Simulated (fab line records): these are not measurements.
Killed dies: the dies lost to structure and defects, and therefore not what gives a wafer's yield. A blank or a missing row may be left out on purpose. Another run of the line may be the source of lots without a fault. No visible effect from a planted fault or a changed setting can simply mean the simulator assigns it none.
Lot-split experiment || flow n5 finfet || on a route of 1938 steps: 7 lots, 21 wafers read

## SPLIT DETAILS
At N5_MOL_CONTACT_COAG_ETCH_67 (etches SOC in N2/H2, target depth 60 nm, overetch 21 nm, time 101.2 s), the setting source w was moved away from the recipe's 840 W on 9 of the 21 wafers read, by -14.8% to +8.8%. This setting was run at the recipe's value on the other wafers.

Reading taken at the split's own step.

## THE READING
rf vpp V, in V, at N5_MOL_CONTACT_COAG_ETCH_67 (etches SOC in N2/H2, target depth 60 nm, overetch 21 nm, time 101.2 s). A value of 524 V with a standard deviation of 3.4 V is what fault-free wafers of this fab line usually give.

{"wafer": "L074.4", "tool, chamber at the split": "rie diel-03, 1", "source w as run, W": 913.6, "against the recipe": "+8.8%", "rf vpp V, V": 511, "against lot-mates on the recipe": -12}
{"wafer": "L074.5", "tool, chamber at the split": "rie diel-03, 3", "source w as run, W": 840, "against the recipe": "recipe", "rf vpp V, V": 527, "against lot-mates on the recipe": "-"}
{"wafer": "L074.6", "tool, chamber at the split": "rie diel-03, 2", "source w as run, W": 840, "against the recipe": "recipe", "rf vpp V, V": 519, "against lot-mates on the recipe": "-"}
{"wafer": "L075.2", "tool, chamber at the split": "rie diel-06, 3", "source w as run, W": 739.1, "against the recipe": "-12.0%", "rf vpp V, V": 545, "against lot-mates on the recipe": "+21"}
{"wafer": "L075.3", "tool, chamber at the split": "rie diel-06, 2", "source w as run, W": 840, "against the recipe": "recipe", "rf vpp V, V": 524, "against lot-mates on the recipe": "-"}
{"wafer": "L075.6", "tool, chamber at the split": "rie diel-06, 3", "source w as run, W": 739.1, "against the recipe": "-12.0%", "rf vpp V, V": 546, "against lot-mates on the recipe": "+22"}
{"wafer": "L076.3", "tool, chamber at the split": "rie diel-03, 2", "source w as run, W": 715.5, "against the recipe": "-14.8%", "rf vpp V, V": 548, "against lot-mates on the recipe": "+24"}
{"wafer": "L076.5", "tool, chamber at the split": "rie diel-03, 0", "source w as run, W": 840, "against the recipe": "recipe", "rf vpp V, V": 522, "against lot-mates on the recipe": "-"}
{"wafer": "L076.6", "tool, chamber at the split": "rie diel-03, 1", "source w as run, W": 840, "against the recipe": "recipe", "rf vpp V, V": 526, "against lot-mates on the recipe": "-"}
{"wafer": "L080.1", "tool, chamber at the split": "rie diel-06, 2", "source w as run, W": 840, "against the recipe": "recipe", "rf vpp V, V": 523, "against lot-mates on the recipe": "-"}
{"wafer": "L080.5", "tool, chamber at the split": "rie diel-06, 1", "source w as run, W": 718.9, "against the recipe": "-14.4%", "rf vpp V, V": 556, "against lot-mates on the recipe": "+33"}
{"wafer": "L080.6", "tool, chamber at the split": "rie diel-06, 0", "source w as run, W": 718.9, "against the recipe": "-14.4%", "rf vpp V, V": 549, "against lot-mates on the recipe": "+26"}
{"wafer": "L085.3", "tool, chamber at the split": "rie diel-03, 2", "source w as run, W": 717.5, "against the recipe": "-14.6%", "rf vpp V, V": 546, "against lot-mates on the recipe": "+18"}
{"wafer": "L085.4", "tool, chamber at the split": "rie diel-03, 1", "source w as run, W": 717.5, "against the recipe": "-14.6%", "rf vpp V, V": 555, "against lot-mates on the recipe": "+27"}
{"wafer": "L085.5", "tool, chamber at the split": "rie diel-03, 3", "source w as run, W": 840, "against the recipe": "recipe", "rf vpp V, V": 528, "against lot-mates on the recipe": "-"}
{"wafer": "L086.1", "tool, chamber at the split": "rie diel-03, 0", "source w as run, W": 840, "against the recipe": "recipe", "rf vpp V, V": 522, "against lot-mates on the recipe": "-"}
{"wafer": "L086.2", "tool, chamber at the split": "rie diel-03, 1", "source w as run, W": 840, "against the recipe": "recipe", "rf vpp V, V": 524, "against lot-mates on the recipe": "-"}
{"wafer": "L086.5", "tool, chamber at the split": "rie diel-03, 0", "source w as run, W": 840, "against the recipe": "recipe", "rf vpp V, V": 523, "against lot-mates on the recipe": "-"}
{"wafer": "L097.3", "tool, chamber at the split": "rie diel-05, 2", "source w as run, W": 840, "against the recipe": "recipe", "rf vpp V, V": 528, "against lot-mates on the recipe": "-"}
{"wafer": "L097.5", "tool, chamber at the split": "rie diel-05, 2", "source w as run, W": 840, "against the recipe": "recipe", "rf vpp V, V": 528, "against lot-mates on the recipe": "-"}
{"wafer": "L097.6", "tool, chamber at the split": "rie diel-05, 3", "source w as run, W": 904.3, "against the recipe": "+7.7%", "rf vpp V, V": 515, "against lot-mates on the recipe": -13}

FIT RESULTS
A straight line over all 21 wafers: rf vpp V changes by -1.73 V for each +1% of source w; r = -0.97; the points scatter about the line by 3.2 V.
The same after taking each lot's own level away (the mean of its wafers on the recipe; 21 wafers): -1.72 V for each +1%; r = -0.98; scatter 3 V.
That fit puts the effect of the largest move of source w on the reading at 26 V.
Measured against the standard deviation above, the lots' own levels, which go from 523.0 to 528.0 V, span 1.5 times it.
The two slopes are in agreement: the lot-to-lot level therefore moves the slope only a little.
Check: for one of the wafers moved furthest among these (-14.8%), held out of the fit, the line's prediction against its lot-mates is +26.2 V. Against them it came out at +24 V.
Tool readings at the split's step, against how far the setting was moved: rf vpp V r = -0.97.

## OTHER SPLITS ON THESE WAFERS
Other splits were also applied to these wafers ahead of the reading. Each is held against what the fit with the lots' levels taken away leaves over:
{"other split on the same wafers": "N5_HKMG_FIN_PEB_47 peb time s", "wafers away from the commonest value": 5, "r with rf vpp V (lot level and that fit taken away)": -0.33}
{"other split on the same wafers": "N5_HKMG_FIN_ETCH_54 source w", "wafers away from the commonest value": 7, "r with rf vpp V (lot level and that fit taken away)": -0.39}
{"other split on the same wafers": "N5_MOL_CONTACT_COAG_EXPOSE_05 dose mj", "wafers away from the commonest value": 5, "r with rf vpp V (lot level and that fit taken away)": -0.07}
{"other split on the same wafers": "N5_MOL_CONTACT_COAG_ALD_133 ald cycles", "wafers away from the commonest value": 7, "r with rf vpp V (lot level and that fit taken away)": -0.09}

## FILE'S OWN FIT
rf vpp V changes by -1.7 V for each +1% of source w, r = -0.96.
